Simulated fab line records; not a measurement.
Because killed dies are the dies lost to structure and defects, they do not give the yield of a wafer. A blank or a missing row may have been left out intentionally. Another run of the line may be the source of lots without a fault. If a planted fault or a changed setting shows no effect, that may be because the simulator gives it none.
A struck lot beside a sound one / flow n5 finfet / 14 out of 1938 route steps
Sound: the wafers L771.1, L771.3, L771.5. Struck: wafers L785.1, L785.4. (L785.3 of the same lot was not struck and is left out.) The cause comes at the end.
For every step that has rows: the tool of each side, followed by ch and its chambers, followed by its first start. Under that, the readings that differ: sound wafers / struck wafers / difference of the means / sigmas: that difference in standard deviations of wafers without a fault.
alike: same words and numbers on both sides, and readings whose means sit less than 2 such deviations apart. not compared: any withheld reading, any reading some wafer has no value for, any bound like >300 that may hide the same value, and any number with overlapping values for which the record gives no deviation.
The two part at a step that has a row with sigmas, a row that says differs or no value, or rows on one side only. Numbers that don't overlap but have no deviation are shown without sigmas and don't part them. A reading missing from all wafers of one side parts the sides only when that side holds two or more wafers.

N5_BEOL_M15_DESCUM_33: chemistry O2, time 7.9 s.
  sound on rie diel-03 ch 2,3, day 11 11:02; struck on rie diel-02 ch 0,2, day 14 13:50
  alike: drypump motor current A, oes product au, rf vpp V, showerhead plenum p Torr, throttle valve pct
  not compared: rf hours counter h
N5_BEOL_M15_ETCH_61: etches BARC in N2/H2, target depth 89 nm, overetch 26.7 nm, time 67.9 s.
  sound on rie diel-03 ch 2,3, day 11 11:04; struck on rie diel-02 ch 0,2, day 14 13:52
  alike: drypump motor current A, oes product au, rf vpp V, showerhead plenum p Torr, throttle valve pct
  not compared: rf hours counter h
N5_BEOL_M15_TRENCH_ETCH_34: etches SiO2 in C4F8/O2/Ar, target depth 872.93 nm, time 199 s.
  sound on rie diel-03 ch 2,3, day 11 11:07; struck on rie diel-02 ch 0,2, day 14 13:55
  alike: O2_flow_sccm, drypump motor current A, mfc ar sccm, oes product au, rf vpp V, showerhead plenum p Torr, throttle valve pct
  not compared: rf hours counter h
N5_BEOL_M15_STRIP_36: strips in O2.
  sound on rie diel-03 ch 2,3, day 11 14:13; struck on rie diel-02 ch 1,2, day 14 14:10
  alike: drypump motor current A, oes product au, rf vpp V, showerhead plenum p Torr, throttle valve pct
  not compared: rf hours counter h
then, 5 steps without rows for these wafers: N5_BEOL_M15_STRIP_62 (strips in O2); N5_BEOL_M15_STRIP_37 (strips in O2); N5_BEOL_M15_ETCH_38 (etches SiCN in CF4/N2, target depth 106.4 nm, time 120.5 s); N5_BEOL_M15_PRECLEAN_39 (cleans in residue remover, time 60 s); N5_BEOL_M15_SRD_40 (time 30 s, dry time 30 s).
N5_BEOL_M15_DEGAS_41: time 60 s.
  sound on pvd sputter-02, day 11 14:46; struck on pvd sputter-02, day 14 14:36
  alike: heater power w
then, 1 step without rows for these wafers: N5_BEOL_M15_PRE_CLEAN_42 (time 30 s).
N5_BEOL_M15_SPUTTER_43: material TaN, target thk 15 nm, time 24.19 s.
  sound on pvd sputter-02, day 11 14:50; struck on pvd sputter-02, day 14 14:41
reading=model.TaN_of_BEOL_M15_SPUTTER_43.thk nm (nm); sound=15 15 14.8; struck=16.8 16.8; difference=+1.9; sigmas=
  alike: throttle valve pct
then, 1 step without rows for these wafers: N5_BEOL_M15_SPUTTER_44 (material Ta, target thk 15 nm, time 24.19 s).
N5_PASSIVATION_PROBE_49:
  rows exist in the record for the struck wafers here (prober-02, day 15 09:34), but not for the sound ones

WHERE THEY PART
Only at N5_PASSIVATION_PROBE_49, within this record.

WHY: what had been put in by the simulator
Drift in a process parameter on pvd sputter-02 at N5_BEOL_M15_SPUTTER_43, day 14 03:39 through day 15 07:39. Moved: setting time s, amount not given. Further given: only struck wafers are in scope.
